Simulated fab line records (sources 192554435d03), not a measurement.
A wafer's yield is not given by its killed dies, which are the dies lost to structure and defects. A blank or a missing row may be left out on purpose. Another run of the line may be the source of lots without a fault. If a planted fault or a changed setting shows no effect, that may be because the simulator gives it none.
Lot-split experiment | flow n5-finfet | on a route of 1938 steps: 7 lots, 21 wafers read

== THE SPLIT ITSELF ==
At N5_BEOL_M11_TRENCH_ETCH_37 (etches SiCOH lowk in C4F6/O2, target depth 148.83 nm, time 48 s), the setting bias-w was moved away from the recipe's 185 W on 6 of the 21 wafers read, by -14.3% to +17.9%. For the rest of the wafers, this setting stayed at what the recipe calls for.

== FROM THE SPLIT TO THE READING: what the file shows between them, 2 steps ==
- N5_BEOL_M11_ETCH_41: etches SiCN in CH3F/O2, target depth 42.6 nm, time 86 s (also split here: time-s)
- N5_BEOL_M11_STRIP_77: strips in N2/H2, time 10 s

== THE READING ==
trench-depth-nm, in nm, at N5_BEOL_M11_OCD_MEAS_38. Typical for fault-free wafers on this fab line: 148.3 nm, with standard deviation 2.7 nm.

wafer  | tool, chamber at the split | bias-w as run, W | against the recipe | trench-depth-nm, nm | against lot-mates on the recipe
L076.1 | rie-diel-04, 0             | 185              | recipe             | 147.4               | -
L076.2 | rie-diel-04, 2             | 185              | recipe             | 145.3               | -
L076.3 | rie-diel-04, 1             | 185              | recipe             | 144.6               | -
L077.1 | rie-diel-05, 2             | 185              | recipe             | 152.3               | -
L077.4 | rie-diel-05, 1             | 185              | recipe             | 150.3               | -
L077.6 | rie-diel-05, 2             | 202.3            | +9.4%              | 156.5               | +5.2
L080.2 | rie-diel-04, 1             | 185              | recipe             | 146.6               | -
L080.3 | rie-diel-04, 0             | 185              | recipe             | 149.5               | -
L080.5 | rie-diel-04, 3             | 218.2            | +17.9%             | 156.4               | +8.3
L083.2 | rie-diel-05, 0             | 185              | recipe             | 148.7               | -
L083.4 | rie-diel-05, 1             | 196.3            | +6.1%              | 153.3               | +5.2
L083.6 | rie-diel-05, 0             | 185              | recipe             | 147.5               | -
L084.2 | rie-diel-03, 0             | 158.6            | -14.3%             | 142.1               | -5.7
L084.4 | rie-diel-03, 1             | 185              | recipe             | 146.1               | -
L084.6 | rie-diel-03, 0             | 185              | recipe             | 149.5               | -
L093.1 | rie-diel-05, 0             | 185              | recipe             | 149.3               | -
L093.2 | rie-diel-05, 1             | 160.8            | -13.1%             | 144.1               | -5.2
L093.4 | rie-diel-05, 3             | 160.8            | -13.1%             | 140.1               | -9.2
L094.2 | rie-diel-03, 1             | 185              | recipe             | 147.2               | -
L094.3 | rie-diel-03, 2             | 185              | recipe             | 153.3               | -
L094.4 | rie-diel-03, 3             | 185              | recipe             | 150.8               | -

THE FIT
A straight line over all 21 wafers: trench-depth-nm changes by +0.51 nm for each +1% of bias-w; r = +0.84; the points scatter about the line by 2.4 nm.
The same after taking each lot's own level away (the mean of its wafers on the recipe; 21 wafers): +0.504 nm for each +1%; r = +0.91; scatter 1.6 nm.
According to that fit, moving bias-w by its largest amount changes the reading by 9.1 nm.
The lots' own levels span 145.77 to 151.30 nm, that is 2.0 times the standard deviation above.
The two slopes agree, so the slope changes little with the lot-to-lot level.
Check: +9.66 nm against its lot-mates is what the line predicts for one of the wafers moved furthest among these (+17.9%) when that wafer is left out of the fit. It came out at +8.35 nm against them.
Tool readings at the split's step, against how far the setting was moved: rf-vpp-V r = +0.97.

== THE OTHER SPLITS THESE WAFERS WENT THROUGH ==
These wafers also went through other splits before the reading. Each is held against what the fit with the lots' levels taken away leaves over:
other split on the same wafers | wafers away from the commonest value | r with trench-depth-nm (lot level and that fit taken away)
N5_BEOL_M10_EXPOSE_08 dose-mj  | 9                                    | -0.28
N5_BEOL_M11_PECVD_70 time-s    | 6                                    | -0.19
N5_BEOL_M11_ETCH_41 time-s     | 8                                    | -0.14

== THE WHOLE CHAIN: every reading that the file lists as answering this split, in the file's order ==
step                       | what it does                                                    | reading         | change (the file's fit)               | r (the file's)
N5_BEOL_M11_TRENCH_ETCH_37 | etches SiCOH lowk in C4F6/O2, target depth 148.83 nm, time 48 s | rf-vpp-V        | +5.28 V for each +1% of the setting   | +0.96
N5_BEOL_M11_OCD_MEAS_38    |                                                                 | trench-depth-nm | +0.493 nm for each +1% of the setting | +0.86

== FILE'S OWN FIT ==
trench-depth-nm changes by +0.493 nm for each +1% of bias-w, r = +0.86.
